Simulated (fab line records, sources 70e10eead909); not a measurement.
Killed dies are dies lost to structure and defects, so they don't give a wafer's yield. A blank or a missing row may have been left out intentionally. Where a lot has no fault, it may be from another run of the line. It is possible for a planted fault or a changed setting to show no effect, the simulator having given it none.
Which tool did it? + flow nand-harc + 39 wafers from 13 lots sampled at 5 of the route's 1159 steps

WHAT EACH GAUGE READ, for each wafer
NHARC_P_START_INSPECT_01. Usual: raw-defect-count 3.6, standard deviation 1.7.
| lot  | measured    | on                | raw-defect-count | flag |
|------|-------------|-------------------|------------------|------|
| L296 | day 1 12:02 | defect-inspect-01 | 2 2 3            |      |
| L299 | day 2 06:02 | defect-inspect-02 | 4 9 3            |      |
| L302 | day 3 00:03 | defect-inspect-01 | 1 3 3            |      |
| L303 | day 3 06:02 | defect-inspect-02 | 4 2 3            |      |
| L306 | day 4 00:02 | defect-inspect-02 | 3 4 6            |      |
| L307 | day 4 06:02 | defect-inspect-01 | 4 1 4            |      |
| L309 | day 4 18:02 | defect-inspect-01 | 3 5 5            |      |
| L310 | day 5 00:02 | defect-inspect-02 | 7 6 5            |      |
| L311 | day 5 06:02 | defect-inspect-01 | 4 4 7            |      |
| L316 | day 6 12:02 | defect-inspect-01 | 7 2 7            |      |
| L317 | day 6 18:02 | defect-inspect-02 | 3 4 3            |      |
| L318 | day 7 00:02 | defect-inspect-01 | 5 8 2            |      |
| L319 | day 7 06:02 | defect-inspect-02 | 2 1 2            |      |

NHARC_P_ZERO_WELL_CD_MEAS_37 targets a cd of 720 nm. Usual: cd-nm 719.8 nm, standard deviation 1.9.
| lot  | measured    | on        | cd-nm (nm)        | flag |
|------|-------------|-----------|-------------------|------|
| L296 | day 1 16:14 | cd-sem-02 | 721.4 721.7 715.6 |      |
| L299 | day 2 10:34 | cd-sem-03 | 719.3 721.5 721.2 |      |
| L302 | day 3 04:01 | cd-sem-01 | 718.9 719.7 722.4 |      |
| L303 | day 3 10:17 | cd-sem-03 | 717.7 715.4 719.1 |      |
| L306 | day 4 04:15 | cd-sem-01 | 723.5 721.2 720.1 |      |
| L307 | day 4 10:11 | cd-sem-01 | 718.1 719.0 719.7 |      |
| L309 | day 4 22:12 | cd-sem-02 | 715.8 719.6 717.5 |      |
| L310 | day 5 04:23 | cd-sem-02 | 718.7 720.5 719.8 |      |
| L311 | day 5 09:59 | cd-sem-02 | 718.4 720.3 719.1 |      |
| L316 | day 6 15:53 | cd-sem-03 | 721.5 719.5 723.2 |      |
| L317 | day 6 22:06 | cd-sem-02 | 718.5 722.0 718.8 |      |
| L318 | day 7 04:08 | cd-sem-01 | 718.0 721.0 718.6 |      |
| L319 | day 7 10:05 | cd-sem-03 | 718.4 718.7 716.4 |      |

NHARC_END_SORT_01. Usual: killed-at-array 25, standard deviation 9.2; killed-at-other 0.8, standard deviation 1.2; killed-at-periphery 3.9, standard deviation 2.6; killed-dies 30, standard deviation 9.7; killed-open 3.4, standard deviation 1.9; killed-short 2.0, standard deviation 1.4.
| lot  | measured     | on        | killed-at-array | killed-at-other | killed-at-periphery | killed-dies | killed-open | killed-short | flag |
|------|--------------|-----------|-----------------|-----------------|---------------------|-------------|-------------|--------------|------|
| L296 | day 20 03:15 | prober-01 | 20 15 21        | 0 0 0           | 7 3 7               | 27 18 28    | 1 2 4       | 0 1 4        |      |
| L299 | day 20 10:59 | prober-02 | 10 10 9         | 0 0 1           | 4 7 4               | 14 17 14    | 3 2 1       | 3 3 2        |      |
| L302 | day 21 12:40 | prober-01 | 13 15 8         | 0 0 0           | 10 10 9             | 23 25 17    | 3 4 1       | 0 0 1        |      |
| L303 | day 21 04:19 | prober-02 | 29 30 24        | 2 0 0           | 1 5 1               | 32 35 25    | 4 5 2       | 1 4 2        |      |
| L306 | day 21 19:50 | prober-02 | 28 25 40        | 1 1 0           | 2 2 6               | 31 28 46    | 1 3 6       | 1 4 3        |      |
| L307 | day 22 15:07 | prober-02 | 35 33 34        | 2 2 1           | 1 2 2               | 38 37 37    | 4 4 2       | 2 5 1        |      |
| L309 | day 22 04:17 | prober-02 | 23 18 14        | 0 1 2           | 654 658 661         | 677 677 677 | 4 2 5       | 2 1 2        | OFF  |
| L310 | day 22 04:14 | prober-01 | 30 32 30        | 0 0 0           | 647 645 647         | 677 677 677 | 5 1 3       | 2 3 4        | OFF  |
| L311 | day 23 08:08 | prober-02 | 32 24 46        | 2 3 0           | 643 650 631         | 677 677 677 | 5 2 5       | 2 1 1        | OFF  |
| L316 | day 23 23:43 | prober-02 | 32 33 33        | 0 1 0           | 5 5 6               | 37 39 39    | 3 3 4       | 1 4 2        |      |
| L317 | day 24 09:05 | prober-02 | 32 33 28        | 4 2 1           | 3 0 2               | 39 35 31    | 6 5 0       | 1 2 2        |      |
| L318 | day 24 07:37 | prober-01 | 34 28 34        | 0 1 1           | 2 3 6               | 36 32 41    | 5 3 0       | 3 5 3        |      |
| L319 | day 25 15:38 | prober-02 | 17 27 12        | 3 1 0           | 6 2 1               | 26 30 13    | 5 9 2       | 1 1 2        |      |

WHAT TOOL EACH LOT RAN ON (gives the tool, then ch and the chambers of the sampled wafers, and finally the start)
| lot  | NHARC_P_ZERO_WELL_DESCUM_39       | NHARC_P_ZERO_WELL_IMPLANT_55   |
|------|-----------------------------------|--------------------------------|
| L296 | rie-diel-03 ch 1,2,3, day 1 16:24 | implanter-01 ch 0, day 1 18:05 |
| L299 | rie-diel-03 ch 0,1,2, day 2 10:43 | implanter-01 ch 0, day 2 12:24 |
| L302 | rie-diel-10 ch 1,2, day 3 04:11   | implanter-02 ch 0, day 3 06:04 |
| L303 | rie-diel-03 ch 0,3, day 3 10:27   | implanter-02 ch 0, day 3 12:17 |
| L306 | rie-diel-10 ch 1,2, day 4 04:25   | implanter-02 ch 0, day 4 06:07 |
| L307 | rie-diel-03 ch 0,3, day 4 10:21   | implanter-01 ch 0, day 4 12:05 |
| L309 | rie-diel-09 ch 1,2, day 4 22:22   | implanter-01, day 5 00:10      |
| L310 | rie-diel-09 ch 1,3, day 5 04:34   | implanter-02, day 5 06:14      |
| L311 | rie-diel-03 ch 0,1,2, day 5 10:10 | implanter-02, day 5 11:57      |
| L316 | rie-diel-09 ch 0,2, day 6 16:02   | implanter-02 ch 0, day 6 17:51 |
| L317 | rie-diel-09 ch 1,2,3, day 6 22:17 | implanter-02 ch 0, day 7 00:07 |
| L318 | rie-diel-10 ch 0,1,2, day 7 04:18 | implanter-01 ch 0, day 7 05:58 |
| L319 | rie-diel-10 ch 1,2,3, day 7 10:16 | implanter-02 ch 0, day 7 11:58 |
- NHARC_P_ZERO_WELL_DESCUM_39: chemistry O2, time 3 s.
- NHARC_P_ZERO_WELL_IMPLANT_55

WHAT THE TOOLS THEMSELVES READ (means of the sampled wafers that have a number; where no wafer has one, the mark that the record gives instead)
NHARC_P_ZERO_WELL_DESCUM_39. Usual: chamber-pressure-mTorr 60.00 mTorr, standard deviation 0.063; drypump-motor-current-A 5.6 A, standard deviation 0.32; oes-product-au 0.999 a.u., standard deviation 0.01; rf-vpp-V 57.9 V, standard deviation 0.85; showerhead-plenum-p-Torr 1.95 Torr, standard deviation 0.089; throttle-valve-pct 11.311 %, standard deviation 0.0093.
| lot  | tool        | chamber-pressure-mTorr (mTorr) | drypump-motor-current-A (A) | oes-product-au (a.u.) | rf-vpp-V (V) | showerhead-plenum-p-Torr (Torr) | throttle-valve-pct (%) | flag |
|------|-------------|--------------------------------|-----------------------------|-----------------------|--------------|---------------------------------|------------------------|------|
| L296 | rie-diel-03 | 60.06                          | 5.8                         | 1.006                 | 57.6         | 1.88                            | 11.315                 |      |
| L299 | rie-diel-03 | 59.96                          | 5.8                         | 1.006                 | 57.7         | 1.97                            | 11.310                 |      |
| L302 | rie-diel-10 | 59.98                          | 5.4                         | 0.984                 | 58.0         | 1.99                            | 11.307                 |      |
| L303 | rie-diel-03 | 60.01                          | 5.9                         | 1.006                 | 57.4         | 1.87                            | 11.318                 |      |
| L306 | rie-diel-10 | 59.94                          | 5.4                         | 0.996                 | 57.1         | 1.99                            | 11.322                 |      |
| L307 | rie-diel-03 | 59.98                          | 5.9                         | 1.007                 | 58.2         | 1.96                            | 11.320                 |      |
| L309 | rie-diel-09 | 59.99                          | 5.6                         | 0.990                 | 58.8         | 1.95                            | 11.309                 |      |
| L310 | rie-diel-09 | 59.93                          | 5.8                         | 0.987                 | 58.5         | 1.99                            | 11.300                 |      |
| L311 | rie-diel-03 | 60.02                          | 5.8                         | 1.006                 | 57.4         | 1.96                            | 11.308                 |      |
| L316 | rie-diel-09 | 59.97                          | 5.2                         | 1.002                 | 57.6         | 1.99                            | 11.315                 |      |
| L317 | rie-diel-09 | 59.97                          | 5.5                         | 0.997                 | 57.6         | 1.99                            | 11.304                 |      |
| L318 | rie-diel-10 | 59.99                          | 5.4                         | 1.005                 | 58.0         | 1.95                            | 11.319                 |      |
| L319 | rie-diel-10 | 60.04                          | 5.7                         | 1.004                 | 58.3         | 1.95                            | 11.319                 |      |

NHARC_P_ZERO_WELL_IMPLANT_55. Usual: beam-energy-keV 180.01, standard deviation 0.058; beam-on-s 10.01 s, standard deviation 0.19.
| lot  | tool         | beam-energy-keV | beam-on-s (s) | flag |
|------|--------------|-----------------|---------------|------|
| L296 | implanter-01 | 179.99          | 9.93          |      |
| L299 | implanter-01 | 179.99          | 9.99          |      |
| L302 | implanter-02 | 179.94          | 9.89          |      |
| L303 | implanter-02 | 180.05          | 10.03         |      |
| L306 | implanter-02 | 179.92          | 9.83          |      |
| L307 | implanter-01 | 180.02          | 10.04         |      |
| L309 | implanter-01 | -               | -             | OFF  |
| L310 | implanter-02 | -               | -             | OFF  |
| L311 | implanter-02 | -               | -             | OFF  |
| L316 | implanter-02 | 180.00          | 10.08         |      |
| L317 | implanter-02 | 180.04          | 10.03         |      |
| L318 | implanter-01 | 180.02          | 9.69          |      |
| L319 | implanter-02 | 180.00          | 10.11         |      |

THE ANSWER, worked out from the rows above alone
Rule: take the mean of a lot's wafers that have a number; if it is more than 3 standard deviations from the usual mean, the lot is off. Also off: a lot with no number at a reading for which 4 or more lots have one. Any other lot the step has rows for is counted as sound. After the gauges, taken in route order, come the tools' own readings; for these a lot's mean is taken, as printed above. The first step at which some lot is off is used, and at that step the reading that is off furthest; a lot without a number counts as furthest.
Off: L309, L310, L311, at NHARC_END_SORT_01 (killed-at-periphery).
A tool fits if, at a process step before that reading, it ran every lot that is off, and no sound lot after the first of them. The gauges at NHARC_END_SORT_01 aren't tried: what is off there is off at NHARC_P_ZERO_WELL_IMPLANT_55 too, on other tools, and a gauge's error can't cause that. Not one of the candidates tried fits.

WHAT THE SIMULATOR PUT IN
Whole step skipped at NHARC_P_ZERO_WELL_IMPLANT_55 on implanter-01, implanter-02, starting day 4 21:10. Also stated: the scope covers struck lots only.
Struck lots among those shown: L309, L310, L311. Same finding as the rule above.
